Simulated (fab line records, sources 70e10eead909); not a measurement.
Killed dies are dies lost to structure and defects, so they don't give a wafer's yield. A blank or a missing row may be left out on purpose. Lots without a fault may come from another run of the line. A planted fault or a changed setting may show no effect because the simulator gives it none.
Chamber matching | flow nand_harc | NHARC_P_ZERO_WELL_DESCUM_26 on rie_diel-07: 4 sister chambers
The step chemistry O2, time 3 s. 16 wafers are shown with their chamber, then 8 later ones without.

WAFERS WITH THEIR CHAMBER
wafer  | chamber | drypump_motor_current_A (A) | throttle_valve_pct (%) | rf_vpp_V (V)
L074.1 | 3       | 5.2                         | 11.302                 | 59.6
L074.5 | 0       | 5.9                         | 11.304                 | 58.0
L074.6 | 3       | 5.2                         | 11.296                 | 59.1
L077.1 | 2       | 5.5                         | 11.321                 | 57.3
L077.5 | 0       | 6.0                         | 11.303                 | 57.2
L077.6 | 1       | 5.2                         | 11.306                 | 57.2
L083.4 | 2       | 5.5                         | 11.323                 | 57.8
L083.5 | 3       | 5.2                         | 11.316                 | 58.1
L083.6 | 2       | 5.5                         | 11.329                 | 58.2
L086.2 | 3       | 5.2                         | 11.316                 | 59.0
L086.5 | 2       | 5.5                         | 11.313                 | 57.6
L086.6 | 1       | 5.2                         | 11.294                 | 56.8
L087.1 | 3       | 5.2                         | 11.316                 | 56.3
L087.4 | 0       | 6.0                         | 11.314                 | 57.0
L087.6 | 3       | 5.2                         | 11.314                 | 58.6
L088.3 | 0       | 6.0                         | 11.319                 | 57.2

SIGNATURES (means of the wafers above)
reading                 | chamber 0 | chamber 1 | chamber 2 | chamber 3 | scatter within a chamber
drypump_motor_current_A | 5.975     | 5.200     | 5.500     | 5.200     | 0.025
throttle_valve_pct      | 11.31000  | 11.30000  | 11.32150  | 11.31000  | 0.00801
rf_vpp_V                | 57.350    | 57.000    | 57.725    | 58.450    | 0.812
Rule: a wafer's distance from a chamber is the root of the sum, over the readings, of the square of ((its reading less the chamber's mean) divided by the reading's scatter). The wafer belongs to the nearest chamber; if the next one is less than 2 further off, it can't be placed. The scatter: the root of (the sum of the squares of (reading less its chamber's mean) over the shown wafers, divided by (wafers less chambers)).

WAFERS WITHOUT THEIR CHAMBER
wafer  | drypump_motor_current_A (A) | throttle_valve_pct (%) | rf_vpp_V (V)
L088.4 | 5.5                         | 11.323                 | 57.9
L088.5 | 5.2                         | 11.312                 | 58.0
L091.1 | 5.2                         | 11.313                 | 57.8
L091.3 | 5.9                         | 11.309                 | 57.1
L091.6 | 5.9                         | 11.319                 | 56.6
L096.3 | 5.2                         | 11.304                 | 57.9
L096.4 | 5.5                         | 11.313                 | 57.6
L096.6 | 6.0                         | 11.309                 | 57.6

WHICH CHAMBER EACH WENT THROUGH
wafer  | from the rows above     | in truth
L088.4 | 2                       | 2
L088.5 | can't be placed: 3 or 1 | 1
L091.1 | can't be placed: 3 or 1 | 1
L091.3 | 0                       | 0
L091.6 | 0                       | 0
L096.3 | can't be placed: 3 or 1 | 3
L096.4 | 2                       | 2
L096.6 | 0                       | 0
Placed correctly: 5 of 8. Can't be placed from these rows: 3 (the true chamber is among the candidates in 3). Placed wrongly: 0.
